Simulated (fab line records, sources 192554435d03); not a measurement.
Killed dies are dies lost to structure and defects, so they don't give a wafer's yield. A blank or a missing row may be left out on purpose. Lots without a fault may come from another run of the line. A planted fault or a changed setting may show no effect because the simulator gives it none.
Chamber matching | flow n5_finfet | N5_FIN_CUT_ETCH_20 on rie_diel-05: 4 sister chambers
The step etches SiARC in CF4, target depth 26 nm, time 43.3 s. 4 wafers are shown with their chamber, then 10 later ones without.

WAFERS WITH THEIR CHAMBER
wafer  | chamber | showerhead_plenum_p_Torr (Torr)
L082.4 | 3       | 2.11
L084.2 | 2       | 2.03
L090.3 | 1       | 2.28
L090.4 | 0       | 2.27

WAFERS WITHOUT THEIR CHAMBER
wafer  | showerhead_plenum_p_Torr (Torr)
L090.6 | 2.28
L095.2 | 2.26
L095.5 | 2.28
L095.6 | 2.27
L096.1 | 2.28
L096.2 | 2.26
L096.5 | 2.28
L097.3 | 2.10
L097.4 | 2.27
L097.5 | 2.27

WHICH CHAMBER EACH WENT THROUGH
wafer  | from the rows above     | in truth
L090.6 | can't be placed: 1 or 0 | 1
L095.2 | can't be placed: 0 or 1 | 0
L095.5 | can't be placed: 1 or 0 | 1
L095.6 | can't be placed: 0 or 1 | 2
L096.1 | can't be placed: 1 or 0 | 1
L096.2 | can't be placed: 0 or 1 | 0
L096.5 | can't be placed: 1 or 0 | 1
L097.3 | 3                       | 3
L097.4 | can't be placed: 0 or 1 | 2
L097.5 | can't be placed: 0 or 1 | 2
Placed correctly: 1 of 10. Can't be placed from these rows: 9 (the true chamber is among the candidates in 6). Placed wrongly: 0.
How it was worked out, from the rows above alone: a wafer's distance from a chamber is the root of the sum, over the readings, of the square of ((its reading less the chamber's mean) divided by the reading's scatter). The wafer belongs to the nearest chamber; if the next one is less than 2 further off, it can't be placed. A chamber's mean is the mean of its shown wafers. The scatter: with one shown wafer a chamber, the root of the mean of the squares of how far each hidden wafer lies from its nearest shown one.
